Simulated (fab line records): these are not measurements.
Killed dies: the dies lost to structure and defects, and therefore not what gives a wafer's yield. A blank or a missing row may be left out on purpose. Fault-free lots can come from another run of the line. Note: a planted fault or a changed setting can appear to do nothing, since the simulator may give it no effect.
Which of the tools did it?    flow n5_finfet    21 wafers from 7 lots sampled at 3 of the route's 1938 steps

## WHAT THE GAUGES SHOWED, per wafer
N5_GATE_CUT_CD_MEAS_13: the cd target is 20 nm.
lot   measured      on         cd_nm (nm)
L318  day 4 18:50   cd_sem-02  19.71 19.96 20.28
L320  day 5 06:44   cd_sem-02  19.84 20.23 20.01
L322  day 5 16:42   cd_sem-01  19.56 19.83 19.62
L329  day 7 14:16   cd_sem-01  20.37 20.10 18.74
L331  day 8 00:10   cd_sem-03  19.85 19.83 19.94
L339  day 10 01:52  cd_sem-02  19.85 20.31 20.22
L334  day 10 08:32  cd_sem-02  19.80 19.72 19.81

## WHAT TOOL EACH LOT RAN ON (gives the tool, then ch and the chambers of the sampled wafers, and finally the start)
lot   N5_GATE_CUT_SAC_CAP_01            N5_GATE_CUT_EXPOSE_10
L318  ald_sin-01 ch 1,2, day 4 15:47    euv_scanner-02 ch 0, day 4 18:43
L320  ald_sin-02 ch 2,3, day 5 03:40    euv_scanner-02 ch 0, day 5 06:36
L322  ald_sin-03 ch 0,1,2, day 5 13:45  euv_scanner-02 ch 0, day 5 16:34
L329  ald_sin-01 ch 0,1,2, day 7 11:12  euv_scanner-01 ch 0, day 7 14:08
L331  ald_sin-03 ch 2,3, day 7 20:11    euv_scanner-02 ch 0, day 8 00:02
L339  ald_sin-03 ch 0,1,2, day 9 22:55  euv_scanner-02 ch 0, day 10 01:44
L334  ald_sin-01 ch 0,2, day 10 05:34   euv_scanner-02 ch 0, day 10 08:25
- N5_GATE_CUT_SAC_CAP_01: material SiNx, target thk 24 nm, pulse time 1 s, ald cycles 480.
- N5_GATE_CUT_EXPOSE_10: exposes mask GATE CUT, target cd 20 nm.

## THE ANSWER, worked out from the rows above alone
Rule: the usual values come from the lots themselves. Put in order of their means at a reading, lots are off if they are a third of the lots or fewer, leave a main group of 4 or more, and stand apart from it by a gap of 3 or more times the standard deviation of the main group's means; of several such gaps the widest counts. A main group whose means are all the same, to the digits that the tables above print for the reading, isn't used. Also off: a lot with no number at a reading for which 4 or more lots have one. Where the step has rows for the other lots, those lots are counted as sound.
None of the lots is off at any reading shown; this tells nothing.

## WHAT HAD BEEN PUT IN BY THE SIMULATOR
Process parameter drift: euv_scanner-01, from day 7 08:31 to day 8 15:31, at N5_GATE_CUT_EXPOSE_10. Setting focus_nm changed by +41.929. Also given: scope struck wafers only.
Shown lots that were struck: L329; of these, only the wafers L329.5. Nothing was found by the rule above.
